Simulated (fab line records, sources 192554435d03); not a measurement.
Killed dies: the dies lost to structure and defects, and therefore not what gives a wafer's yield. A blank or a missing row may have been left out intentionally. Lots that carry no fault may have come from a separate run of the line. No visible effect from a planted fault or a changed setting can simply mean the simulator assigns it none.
Matching of chambers ; flow n5_finfet ; 3 sister chambers for N5_BEOL_M11_ILD_DEP_00 on pecvd-04
The step deposits SiCOH lowk from DEMS/porogen, target thk 308.51 nm, time 58 s. 6 wafers are shown with their chamber, then 8 later ones without.

== WAFERS, EACH WITH ITS CHAMBER ==
wafer;chamber;throttle_valve_pct (%);heater_power_w (W)
L081.1;0;14.2;335
L081.4;1;14.3;291
L080.1;1;14.4;318
L083.5;2;12.8;312
L083.6;0;14.1;382
L088.1;2;12.7;382

== WAFERS WITHOUT THEIR CHAMBER ==
wafer;throttle_valve_pct (%);heater_power_w (W)
L088.4;13.0;394
L088.5;14.2;348
L091.2;14.3;324
L091.3;14.4;407
L091.5;14.2;273
L097.2;14.3;321
L097.3;12.8;323
L097.6;14.4;415

== WHICH CHAMBER EACH WENT THROUGH ==
wafer;from the rows above;in truth
L088.4;2;2
L088.5;can't be placed: 0 or 1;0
L091.2;can't be placed: 1 or 0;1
L091.3;can't be placed: 1 or 0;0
L091.5;can't be placed: 1 or 0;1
L097.2;can't be placed: 1 or 0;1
L097.3;2;2
L097.6;can't be placed: 1 or 0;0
Placed correctly: 2 of 8. Can't be placed from these rows: 6 (the true chamber is among the candidates in 6). Placed wrongly: 0.
How it was worked out, from the rows above alone: a wafer's distance from a chamber is the root of the sum, over the readings, of the square of ((its reading less the chamber's mean) divided by the reading's scatter). The wafer belongs to the nearest chamber; if the next one is less than 2 further off, it can't be placed. Each chamber's mean is taken over the wafers shown for it. The scatter: the root of (the sum of the squares of (reading less its chamber's mean) over the shown wafers, divided by (wafers less chambers)).
